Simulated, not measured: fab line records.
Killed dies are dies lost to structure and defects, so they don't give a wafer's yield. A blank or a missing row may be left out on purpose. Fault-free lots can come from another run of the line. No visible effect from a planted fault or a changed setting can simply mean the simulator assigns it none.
fab line records	flow nandHarc
[record] lots = 24	wafers = 72	lastDay = 34
route steps=1302 shown P_CONTACT@233 P_M0@266 P_M1@305 P_M2@349
lots that met no fault: taken from a fault-free run of the same line
startH: the number of hours between the record's first day and the start of the first shown wafer of the lot	waitH: hours from the lot's prior step to this one	" identical to the entry in the row above	L1.1+2: several wafers, shown together as one row	- value missing, or start not given	* or withheld: withheld	< > ~ a bound
route shown NAME@n: names a module that has steps shown in the file, with the first one's number in the route	usual: the fault-free wafers' mean and standard deviation	same: alike in all rows	chamber/n: place in a boat	sites: the reading at each site	_std_site: standard deviation of those values	_edge_site: mean of outer sites minus mean of inner sites	radiusMm: for every site, how far away it sits from the centre of the wafer	mask NAME#n: copy n	behind: tool/chamber where the wafer was last shaped	hold: why the lot went on hold/how many hours it stayed there/how the hold came to an end	device: the n, p or np transistor that did not switch	end of line: the tests these same wafers got at the end of their route	a step given without rows: its recipe and nothing more	killed: the dies lost at the first sort to structure and to defects; this is not the yield of the wafer	map: shows each die of a wafer: x if killed, . if not, _ if none is there
set.NAME: setting as actually run; set.NAME@STEP: the setting as run at that earlier step	model.NAME: the simulator's own value behind a step, which no gauge read
steps of the route over a sample of lots; a table a step, a row a wafer
services: the hour from which a tool's chamber was out of use, counted from the record's first day as startH (under 0 if before that day), plus the number of hours and why
[[steps]]
[step NHARC_P_CONTACT_OVL_MEAS_13]
[usual] overlayXNm = -0.2/0.79	overlayYNm = -0.2/0.72
lot.wafer	tool	chamber	startH	waitH	overlayXNm	overlayYNm
L075.2	overlay-02	-	133.08	-	0.4	-1.1
L075.3	"	-	"	"	0.3	-1.0
L075.4	"	-	"	"	-0.2	-0.6
L076.2	overlay-01	-	145.94	-	0.2	0.2
L076.3	"	-	"	"	0.3	-0.1
L076.6	"	-	"	"	0.0	-0.6
L077.1	overlay-01	-	151.18	-	0.7	-0.4
L077.5	"	-	"	"	0.4	-1.1
L077.6	"	-	"	"	0.4	-1.3
L074.4	overlay-01	-	153.08	-	-0.6	-0.4
L074.5	"	-	"	"	-0.6	-1.2
L074.6	"	-	"	"	-1.1	-0.8
L078.1	overlay-01	-	157.92	-	-1.5	-0.2
L078.4	"	-	"	"	-1.5	-0.5
L078.6	"	-	"	"	-1.4	-0.6
L079.1	overlay-02	-	166.03	-	-1.2	1.1
L079.4	"	-	"	"	-1.1	1.3
L079.5	"	-	"	"	-1.1	0.9
L080.4	overlay-02	-	178.20	-	1.3	-0.3
L080.5	"	-	"	"	1.1	-0.7
L080.6	"	-	"	"	1.1	-0.8
L081.3	overlay-02	-	187.54	-	0.6	0.2
L081.4	"	-	"	"	1.3	0.8
L081.6	"	-	"	"	1.1	0.9
L082.2	overlay-02	-	201.93	-	-1.1	-0.7
L082.4	"	-	"	"	-1.2	-0.5
L082.5	"	-	"	"	-0.6	-1.3
L083.2	overlay-02	-	206.35	-	-0.8	-0.8
L083.5	"	-	"	"	-1.1	-0.6
L083.6	"	-	"	"	-1.0	-0.6
L085.3	overlay-01	-	226.78	-	-0.3	-0.2
L085.5	"	-	"	"	-0.6	0.2
L085.6	"	-	"	"	-0.5	-0.3
L084.1	overlay-02	-	229.79	-	-1.3	-0.9
L084.2	"	-	"	"	-1.5	-0.3
L084.5	"	-	"	"	-1.8	-0.1
L086.1	overlay-01	-	237.44	-	0.8	0.0
L086.4	"	-	"	"	0.9	-0.2
L086.6	"	-	"	"	1.1	-0.3
L087.2	overlay-02	-	267.72	-	-1.0	-0.1
L087.5	"	-	"	"	-0.6	-0.2
L087.6	"	-	"	"	-0.8	0.1
L088.1	overlay-02	-	268.45	-	-1.3	0.5
L088.2	"	-	"	"	-0.6	0.7
L088.3	"	-	"	"	-0.3	0.4
L089.2	overlay-01	-	281.56	-	0.4	0.0
L089.3	"	-	"	"	0.7	-0.3
L089.4	"	-	"	"	0.5	0.0
L090.1	overlay-01	-	282.93	-	0.1	-0.2
L090.2	"	-	"	"	0.3	-0.2
L090.4	"	-	"	"	0.2	-0.2
L091.3	overlay-01	-	289.49	-	-1.0	0.0
L091.4	"	-	"	"	-0.5	0.3
L091.5	"	-	"	"	-1.1	0.0
L093.1	overlay-02	-	301.30	-	0.3	1.2
L093.2	"	-	"	"	0.5	1.6
L093.5	"	-	"	"	0.6	0.8
L092.2	overlay-02	-	303.68	-	0.9	0.9
L092.3	"	-	"	"	0.8	0.8
L092.5	"	-	"	"	0.3	0.7
L094.3	overlay-01	-	314.48	-	0.1	-1.6
L094.4	"	-	"	"	0.5	-1.1
L094.6	"	-	"	"	0.1	-1.1
L095.4	overlay-02	-	330.76	-	-0.1	0.3
L095.5	"	-	"	"	0.8	0.3
L095.6	"	-	"	"	-0.2	0.8
L096.3	overlay-01	-	334.99	-	0.4	0.0
L096.4	"	-	"	"	0.1	-0.5
L096.6	"	-	"	"	0.6	0.0
L097.1	overlay-02	-	346.52	-	-0.7	-0.7
L097.4	"	-	"	"	-0.5	-0.3
L097.6	"	-	"	"	-0.8	-0.3
[step NHARC_P_M0_DESCUM_14]
[recipe] timeS = 3	o2FlowSccm = 200	arFlowSccm = 0	biasPowerW = 0	chemistry = O2
[usual] drypumpMotorCurrentA = 5.9/0.39	oesProductAu = 0.996/0.011	rfVppV = 57.6/0.86	showerheadPlenumPTorr = 1.88/0.085	throttleValvePct = 11.312/0.0099
lot.wafer	tool	chamber	startH	waitH	drypumpMotorCurrentA	oesProductAu	rfHoursCounterH	rfVppV	showerheadPlenumPTorr	throttleValvePct
L075.2	rieDiel-11	1	137.54	0.1	6.1	0.986	3	57.6	1.96	11.321
L075.4	"	3	"	"	6.6	1.005	2	56.8	2.05	11.312
L075.3	"	0	"	"	5.2	0.990	3	59.5	1.97	11.321
L076.3	rieDiel-04	0	150.22	0.1	5.6	1.001	46	57.7	1.82	11.310
L076.2	"	1	"	"	6.0	1.011	48	57.1	1.86	11.310
L076.6	"	3	"	"	6.1	1.016	-	57.3	1.80	11.314
L077.1	rieDiel-11	3	155.35	0.1	6.6	1.010	7	57.5	2.04	11.306
L077.5	"	3	"	"	6.6	1.003	-	58.2	2.04	11.306
L077.6	"	0	"	"	5.2	1.017	-	58.8	1.97	11.330
L074.4	rieDiel-06	3	157.43	0.1	5.8	0.995	4	56.2	1.78	11.295
L074.6	"	2	"	"	6.2	0.990	-	57.0	1.87	11.317
L074.5	"	3	"	"	5.8	0.996	-	57.5	1.78	11.314
L078.1	rieDiel-04	0	162.33	0.1	5.7	1.000	49	57.3	1.82	11.303
L078.4	"	1	"	"	6.0	1.006	51	58.7	1.86	11.302
L078.6	"	0	"	"	5.6	0.990	-	56.0	1.82	11.311
L079.1	rieDiel-06	0	170.29	0.1	5.1	0.981	10	56.5	1.94	11.324
L079.4	"	1	"	"	6.0	1.010	10	58.7	1.99	11.315
L079.5	"	0	"	"	5.2	0.983	-	58.3	1.94	11.306
L080.4	rieDiel-11	1	182.58	0.2	6.1	0.994	10	58.0	1.96	11.323
L080.6	"	3	"	"	6.6	1.005	-	58.2	2.04	11.315
L080.5	"	0	"	"	5.1	1.008	-	58.4	1.96	11.310
L081.3	rieDiel-06	0	191.82	0.1	5.2	0.993	17	58.0	1.94	11.312
L081.4	"	1	"	"	6.0	1.014	19	58.6	1.99	11.300
L081.6	"	0	"	"	5.2	0.985	-	57.9	1.94	11.306
L082.2	rieDiel-11	3	206.37	0.1	6.6	0.989	16	56.5	2.04	11.311
L082.4	"	0	"	"	5.2	1.000	15	57.4	1.96	11.313
L082.5	"	2	"	"	5.9	0.986	-	57.7	1.82	11.296
L083.2	rieDiel-04	1	210.68	0.1	5.9	1.019	8	57.4	1.85	11.315
L083.6	"	0	"	"	5.6	0.986	-	56.8	1.82	11.301
L083.5	"	1	"	"	5.9	1.008	-	57.8	1.85	11.332
L085.3	rieDiel-04	3	231.38	0.1	6.1	0.999	19	57.1	1.80	11.322
L085.6	"	2	"	"	6.1	1.001	-	57.9	1.83	11.311
L085.5	"	1	"	"	5.9	1.013	-	58.0	1.85	11.320
L084.1	rieDiel-11	1	234.30	0.1	6.1	0.996	20	57.3	1.96	11.308
L084.2	"	3	"	"	6.6	0.996	20	58.5	2.04	11.309
L084.5	"	1	"	"	6.1	0.994	-	57.8	1.96	11.312
L086.1	rieDiel-06	3	241.85	0.1	5.8	0.995	28	57.7	1.77	11.325
L086.4	"	2	"	"	6.2	0.991	31	58.8	1.86	11.315
L086.6	"	3	"	"	5.8	0.989	-	56.2	1.77	11.308
L087.2	rieDiel-06	2	272.21	0.1	6.2	0.984	38	58.0	1.86	11.304
L087.5	"	3	"	"	5.8	0.991	-	57.3	1.77	11.306
L087.6	"	0	"	"	5.1	0.971	-	57.5	1.93	11.315
L088.2	rieDiel-04	2	272.77	0.1	6.1	1.017	29	57.5	1.83	11.315
L088.3	"	3	"	"	6.1	1.005	29	57.5	1.79	11.307
L088.1	"	0	"	"	5.6	1.000	30	56.5	1.81	11.328
L089.2	rieDiel-04	2	285.90	0.1	6.1	0.996	33	59.3	1.83	11.321
L089.4	"	0	"	"	5.6	1.004	34	56.8	1.81	11.296
L089.3	"	1	"	"	5.9	1.019	31	55.9	1.84	11.312
L090.2	rieDiel-06	2	287.25	0.1	6.2	0.987	42	58.4	1.86	11.291
L090.1	"	3	"	"	5.8	0.986	41	56.8	1.77	11.312
L090.4	"	3	"	"	5.8	0.989	-	57.8	1.77	11.319
L091.3	rieDiel-06	0	293.83	0.1	5.2	0.989	48	57.5	1.93	11.321
L091.5	"	2	"	"	6.2	0.987	-	57.4	1.85	11.309
L091.4	"	3	"	"	5.8	0.985	-	59.2	1.76	11.319
L093.1	rieDiel-04	2	305.58	0.1	6.1	1.003	42	58.2	1.83	11.318
L093.2	"	0	"	"	5.7	1.001	43	56.6	1.81	11.307
L093.5	"	3	"	"	6.1	0.992	-	57.5	1.79	11.308
L092.2	rieDiel-04	3	307.89	0.1	6.1	0.986	43	58.4	1.79	11.314
L092.3	"	1	"	"	5.9	1.017	41	57.9	1.84	11.306
L092.5	"	2	"	"	6.1	0.989	-	56.1	1.83	11.316
L094.3	rieDiel-06	0	318.77	0.1	5.1	0.990	0	56.7	1.92	11.293
L094.4	"	2	"	"	6.2	0.975	-	57.4	1.85	11.320
L094.6	"	3	"	"	5.8	1.002	-	57.8	2.08	11.335
L095.4	rieDiel-06	0	335.06	0.1	5.1	0.990	-	57.2	1.92	11.302
L095.5	"	2	"	"	6.2	0.977	-	57.7	1.85	11.346
L095.6	"	3	"	"	5.8	1.000	-	59.1	2.07	11.296
L096.3	rieDiel-06	0	339.25	0.1	5.2	0.993	8	57.6	1.92	11.321
L096.6	"	3	"	"	5.8	1.007	-	60.0	2.07	11.336
L096.4	"	0	"	"	5.2	0.995	-	58.4	1.92	11.314
L097.1	rieDiel-04	1	350.66	0.1	6.0	1.015	54	58.2	1.84	11.299
L097.4	"	0	"	"	5.6	1.001	56	57.0	1.80	11.310
L097.6	"	2	"	"	6.2	1.004	-	58.3	1.82	11.323
[step NHARC_P_M0_DEGAS_28]
[recipe] tempC = 250	timeS = 60
[usual] heaterPowerW = 330/32
lot.wafer	tool	chamber	startH	waitH	heaterPowerW
L075.2	pvdSputter-03	-	138.49	-	273
L075.3	"	-	"	"	360
L075.4	"	-	"	"	310
L076.2	pvdSputter-03	-	151.12	-	325
L076.3	"	-	"	"	355
L076.6	"	-	"	"	323
L077.1	pvdSputter-03	-	156.29	-	275
L077.5	"	-	"	"	360
L077.6	"	-	"	"	320
L074.4	pvdSputter-01	-	158.45	-	303
L074.6	"	-	"	"	344
L074.5	"	-	"	"	303
L078.1	pvdSputter-02	-	163.29	-	273
L078.4	"	-	"	"	311
L078.6	"	-	"	"	277
L079.4	pvdSputter-01	-	171.26	-	327
L079.1	"	-	"	"	297
L079.5	"	-	"	"	347
L080.4	pvdSputter-02	-	183.64	-	316
L080.6	"	-	"	"	307
L080.5	"	-	"	"	343
L081.3	pvdSputter-03	-	192.72	-	362
L081.4	"	-	"	"	286
L081.6	"	-	"	"	362
L082.2	pvdSputter-03	-	207.29	-	319
L082.4	"	-	"	"	359
L082.5	"	-	"	"	300
L083.2	pvdSputter-01	-	211.66	-	352
L083.6	"	-	"	"	308
L083.5	"	-	"	"	383
L085.3	pvdSputter-02	-	232.33	-	344
L085.6	"	-	"	"	346
L085.5	"	-	"	"	277
L084.2	pvdSputter-03	-	235.23	-	309
L084.1	"	-	"	"	294
L084.5	"	-	"	"	357
L086.1	pvdSputter-02	-	242.78	-	346
L086.4	"	-	"	"	369
L086.6	"	-	"	"	338
L087.2	pvdSputter-02	-	273.16	-	339
L087.6	"	-	"	"	284
L087.5	"	-	"	"	363
L088.2	pvdSputter-01	-	274.03	-	329
L088.3	"	-	"	"	376
L088.1	"	-	"	"	337
L089.2	pvdSputter-01	-	286.87	-	379
L089.4	"	-	"	"	336
L089.3	"	-	"	"	306
L090.4	pvdSputter-03	-	288.27	-	364
L090.1	"	-	"	"	300
L090.2	"	-	"	"	365
L091.3	pvdSputter-01	-	294.83	-	331
L091.4	"	-	"	"	290
L091.5	"	-	"	"	367
L093.1	pvdSputter-02	-	306.91	-	272
L093.2	"	-	"	"	369
L093.5	"	-	"	"	344
L092.2	pvdSputter-03	-	308.88	-	352
L092.3	"	-	"	"	300
L092.5	"	-	"	"	286
L094.4	pvdSputter-02	-	319.70	-	342
L094.3	"	-	"	"	369
L094.6	"	-	"	"	340
L095.4	pvdSputter-02	-	335.99	-	361
L095.5	"	-	"	"	373
L095.6	"	-	"	"	306
L096.4	pvdSputter-01	-	340.32	-	372
L096.3	"	-	"	"	330
L096.6	"	-	"	"	297
L097.4	pvdSputter-01	-	351.58	-	339
L097.1	"	-	"	"	372
L097.6	"	-	"	"	345
[step NHARC_P_M0_CMP_23]
[recipe] tOverpolishS = 20	targetThkNm = 117.54
[usual] motorCurrentA = 12.0/1.1	slurryFilterDpKPa = 13.53/0.13	timeToEndpointS = 29.3/2.7
[same] tOverpolishS = 20
lot.wafer	tool	chamber	startH	waitH	motorCurrentA	slurryFilterDpKPa	timeToEndpointS
L075.3	cmp-01	1	139.68	-	11.2	13.57	32.5
L075.2	"	2	"	"	12.9	13.50	30.6
L075.4	"	0	"	"	12.7	13.57	31.1
L076.2	cmp-01	0	152.24	-	12.9	13.43	29.9
L076.3	"	2	"	"	13.3	13.67	30.8
L076.6	"	3	"	"	11.9	13.49	28.3
L077.1	cmp-04	3	157.38	-	12.1	13.57	27.6
L077.5	"	3	"	"	11.6	13.41	29.6
L077.6	"	0	"	"	11.8	13.48	27.2
L074.4	cmp-01	2	159.60	-	12.4	13.55	34.9
L074.6	"	3	"	"	10.9	13.69	31.5
L074.5	"	0	"	"	12.7	13.35	32.5
L078.1	cmp-04	1	164.43	-	10.1	13.44	29.9
L078.4	"	3	"	"	11.7	13.66	28.8
L078.6	"	0	"	"	11.7	13.62	29.1
L079.4	cmp-02	3	172.39	-	13.2	13.47	29.2
L079.1	"	0	"	"	12.9	13.61	22.9
L079.5	"	1	"	"	12.5	13.73	25.7
L080.4	cmp-01	1	184.72	-	11.0	13.53	33.2
L080.6	"	1	"	"	10.7	13.56	33.6
L080.5	"	2	"	"	12.3	13.63	34.4
L081.4	cmp-02	2	193.81	-	10.0	13.52	26.5
L081.3	"	3	"	"	13.6	13.58	27.8
L081.6	"	3	"	"	13.0	13.54	25.8
L082.4	cmp-01	1	208.38	-	11.1	13.55	32.8
L082.2	"	2	"	"	12.6	13.72	35.1
L082.5	"	0	"	"	13.4	13.45	31.1
L083.2	cmp-02	3	212.72	-	13.1	13.49	28.4
L083.5	"	3	"	"	13.9	13.53	27.8
L083.6	"	0	"	"	12.6	13.59	26.4
L085.3	cmp-02	1	233.50	-	11.5	13.48	26.7
L085.6	"	2	"	"	10.3	13.40	26.6
L085.5	"	3	"	"	13.1	13.56	26.5
L084.2	cmp-01	3	236.31	-	11.4	13.53	27.3
L084.1	"	2	"	"	12.8	13.60	35.1
L084.5	"	3	"	"	11.4	13.54	28.2
L086.4	cmp-02	3	243.88	-	12.5	13.62	26.9
L086.1	"	1	"	"	12.2	13.66	25.3
L086.6	"	3	"	"	13.0	13.62	26.2
L087.2	cmp-04	2	274.22	-	12.9	13.55	27.2
L087.6	"	2	"	"	13.0	13.45	25.4
L087.5	"	3	"	"	11.4	13.36	28.4
L088.2	cmp-02	2	275.12	-	10.6	13.60	29.4
L088.3	"	3	"	"	13.3	13.59	28.4
L088.1	"	1	"	"	11.8	13.61	26.2
L089.4	cmp-01	3	288.07	-	11.1	13.30	26.8
L089.3	"	0	"	"	13.0	13.59	33.3
L089.2	"	1	"	"	11.2	13.28	32.9
L090.4	cmp-04	2	289.36	-	13.0	13.64	29.8
L090.2	"	3	"	"	10.9	13.20	28.2
L090.1	"	0	"	"	11.9	13.82	30.3
L091.4	cmp-04	2	295.93	-	13.0	13.23	27.8
L091.3	"	0	"	"	11.7	13.64	23.8
L091.5	"	2	"	"	12.5	13.62	26.8
L093.2	cmp-01	2	308.02	-	12.6	13.46	31.4
L093.1	"	3	"	"	11.4	13.50	28.1
L093.5	"	1	"	"	11.1	13.44	28.4
L092.2	cmp-01	2	310.00	-	12.8	13.72	28.5
L092.3	"	3	"	"	11.5	13.46	29.8
L092.5	"	1	"	"	11.3	13.34	30.1
L094.4	cmp-01	1	320.88	-	9.7	13.13	27.5
L094.3	"	2	"	"	12.7	13.36	30.7
L094.6	"	1	"	"	10.9	13.49	31.6
L095.4	cmp-02	0	337.12	-	13.4	13.44	28.4
L095.5	"	0	"	"	13.0	13.60	28.2
L095.6	"	1	"	"	11.6	13.68	28.7
L096.4	cmp-01	0	341.72	-	13.2	13.44	31.6
L096.3	"	2	"	"	13.4	13.63	32.0
L096.6	"	0	"	"	12.8	13.26	33.4
L097.1	cmp-01	0	352.72	-	13.0	13.63	29.8
L097.4	"	1	"	"	11.1	13.52	30.4
L097.6	"	2	"	"	12.9	13.34	32.5
[step NHARC_P_M1_DEGAS_29]
[recipe] tempC = 250	timeS = 60
[usual] heaterPowerW = 332/32
lot.wafer	tool	chamber	startH	waitH	heaterPowerW
L075.4	pvdSputter-02	-	143.16	-	370
L075.2	"	-	"	"	311
L075.3	"	-	"	"	271
L076.3	pvdSputter-01	-	155.30	-	297
L076.2	"	-	"	"	387
L076.6	"	-	"	"	344
L077.1	pvdSputter-02	-	160.58	-	374
L077.5	"	-	"	"	277
L077.6	"	-	"	"	368
L074.4	pvdSputter-01	-	162.74	-	394
L074.5	"	-	"	"	384
L074.6	"	-	"	"	364
L078.1	pvdSputter-01	-	167.38	-	345
L078.4	"	-	"	"	302
L078.6	"	-	"	"	398
L079.4	pvdSputter-01	-	175.27	-	302
L079.1	"	-	"	"	339
L079.5	"	-	"	"	378
L080.4	pvdSputter-03	-	187.80	-	312
L080.5	"	-	"	"	360
L080.6	"	-	"	"	309
L081.4	pvdSputter-02	-	197.39	-	331
L081.3	"	-	"	"	274
L081.6	"	-	"	"	303
L082.2	pvdSputter-03	-	211.30	-	357
L082.4	"	-	"	"	291
L082.5	"	-	"	"	290
L083.2	pvdSputter-01	-	215.81	-	387
L083.6	"	-	"	"	342
L083.5	"	-	"	"	304
L085.3	pvdSputter-01	-	236.55	-	337
L085.6	"	-	"	"	296
L085.5	"	-	"	"	385
L084.2	pvdSputter-03	-	239.31	-	355
L084.1	"	-	"	"	353
L084.5	"	-	"	"	311
L086.1	pvdSputter-02	-	246.99	-	309
L086.4	"	-	"	"	344
L086.6	"	-	"	"	341
L087.2	pvdSputter-02	-	277.31	-	353
L087.6	"	-	"	"	350
L087.5	"	-	"	"	275
L088.1	pvdSputter-03	-	278.19	-	297
L088.3	"	-	"	"	361
L088.2	"	-	"	"	313
L089.2	pvdSputter-01	-	291.13	-	300
L089.4	"	-	"	"	332
L089.3	"	-	"	"	337
L090.1	pvdSputter-02	-	292.30	-	341
L090.4	"	-	"	"	366
L090.2	"	-	"	"	310
L091.4	pvdSputter-03	-	298.85	-	350
L091.3	"	-	"	"	308
L091.5	"	-	"	"	311
L093.1	pvdSputter-02	-	310.93	-	361
L093.2	"	-	"	"	308
L093.5	"	-	"	"	312
L092.3	pvdSputter-03	-	313.08	-	303
L092.2	"	-	"	"	353
L092.5	"	-	"	"	354
L094.4	pvdSputter-01	-	324.17	-	338
L094.3	"	-	"	"	341
L094.6	"	-	"	"	329
L095.4	pvdSputter-03	-	340.23	-	290
L095.5	"	-	"	"	355
L095.6	"	-	"	"	318
L096.4	pvdSputter-02	-	344.90	-	267
L096.3	"	-	"	"	366
L096.6	"	-	"	"	306
L097.4	pvdSputter-01	-	355.74	-	333
L097.1	"	-	"	"	304
L097.6	"	-	"	"	325
[step NHARC_P_M2_PRE_CLEAN_32]
[recipe] timeS = 12	tempC = 370	rfPowerW = 300	gas = NH3
[usual] heaterPowerW = 661/82
lot.wafer	tool	chamber	startH	waitH	heaterPowerW	sinceWetCleanH
L075.2	pecvd-04	1	149.16	0.1	614	48
L075.4	"	1	"	"	592	-
L075.3	"	0	"	"	609	-
L076.3	pecvd-01	1	161.25	0.1	655	18
L076.2	"	2	"	"	703	18
L076.6	"	1	"	"	665	-
L077.1	pecvd-04	2	166.23	0.1	794	65
L077.5	"	2	"	"	814	-
L077.6	"	0	"	"	636	-
L074.6	pecvd-04	2	168.74	0.1	688	-
L074.5	"	0	"	"	642	-
L074.4	"	1	"	"	666	-
L078.1	pecvd-04	2	173.20	0.1	777	72
L078.6	"	1	"	"	578	-
L078.4	"	2	"	"	827	-
L079.1	pecvd-01	1	181.06	0.1	699	38
L079.4	"	1	"	"	695	-
L079.5	"	2	"	"	704	-
L080.6	pecvd-04	1	193.49	0.1	578	-
L080.4	"	2	"	"	847	-
L080.5	"	0	"	"	589	-
L081.3	pecvd-04	2	203.06	0.1	810	102
L081.4	"	1	"	"	668	-
L081.6	"	2	"	"	802	-
L082.2	pecvd-01	1	216.98	0.1	732	74
L082.4	"	0	"	"	628	-
L082.5	"	1	"	"	738	-
L083.2	pecvd-03	2	221.59	0.1	605	23
L083.6	"	1	"	"	603	-
L083.5	"	2	"	"	598	-
L085.3	pecvd-01	0	242.29	0.1	703	99
L085.5	"	0	"	"	706	-
L085.6	"	2	"	"	684	-
L084.2	pecvd-01	1	245.09	0.2	648	102
L084.1	"	2	"	"	684	102
L084.5	"	1	"	"	662	-
L086.1	pecvd-04	1	252.87	0.1	628	152
L086.4	"	1	"	"	641	-
L086.6	"	2	"	"	819	-
L087.2	pecvd-04	1	283.02	0.1	741	1
L087.5	"	1	"	"	719	-
L087.6	"	2	"	"	810	-
L088.2	pecvd-04	2	284.03	0.1	781	2
L088.1	"	0	"	"	645	2
L088.3	"	1	"	"	688	2
L089.3	pecvd-03	1	296.96	0.1	544	99
L089.2	"	0	"	"	600	99
L089.4	"	1	"	"	538	-
L090.1	pecvd-01	2	298.21	0.1	707	155
L090.2	"	0	"	"	710	155
L090.4	"	2	"	"	719	-
L091.3	pecvd-03	1	304.78	0.1	589	106
L091.5	"	0	"	"	590	-
L091.4	"	1	"	"	587	-
L093.1	pecvd-03	0	316.77	0.1	543	118
L093.2	"	1	"	"	562	118
L093.5	"	0	"	"	520	-
L092.2	pecvd-04	2	319.33	0.3	841	37
L092.3	"	0	"	"	561	37
L092.5	"	0	"	"	558	-
L094.3	pecvd-03	2	330.21	0.1	648	132
L094.6	"	2	"	"	662	-
L094.4	"	0	"	"	575	-
L095.6	pecvd-03	0	346.05	0.1	591	-
L095.4	"	1	"	"	555	-
L095.5	"	2	"	"	642	-
L096.3	pecvd-04	0	350.96	0.1	584	69
L096.4	"	1	"	"	688	-
L096.6	"	2	"	"	867	-
L097.1	pecvd-04	2	361.37	0.1	854	79
L097.6	"	2	"	"	834	-
L097.4	"	1	"	"	660	-
[[services]]
tool	chamber	startH	hours	kind
rieDiel-06	-	130.20	9.0	pm
cmp-02	-	136.02	4.0	pm
rieDiel-06	-	142.33	2.5	repair
cmp-02	-	143.08	0.3	repair
cmp-01	-	164.04	0.4	repair
pvdSputter-03	-	170.00	10.0	pm
cmp-01	-	177.24	1.5	repair
rieDiel-04	-	178.18	9.0	pm
cmp-01	-	185.50	4.0	pm
rieDiel-04	-	187.92	0.2	repair
rieDiel-04	3	199.22	8.6	repair
cmp-01	-	210.42	5.6	repair
pvdSputter-01	-	226.00	10.0	pm
rieDiel-04	0	230.38	5.9	repair
rieDiel-04	1	265.44	7.6	repair
pecvd-04	-	269.00	13.0	pm
pvdSputter-01	-	269.80	2.5	repair
rieDiel-06	1	276.71	102.2	repair
pvdSputter-02	-	282.00	10.0	pm
cmp-01	-	283.66	4.0	pm
rieDiel-06	-	308.34	9.0	pm
cmp-01	-	333.74	0.8	repair
pvdSputter-03	-	348.08	10.0	pm
rieDiel-04	-	355.18	9.0	pm
[[key]]
fault none
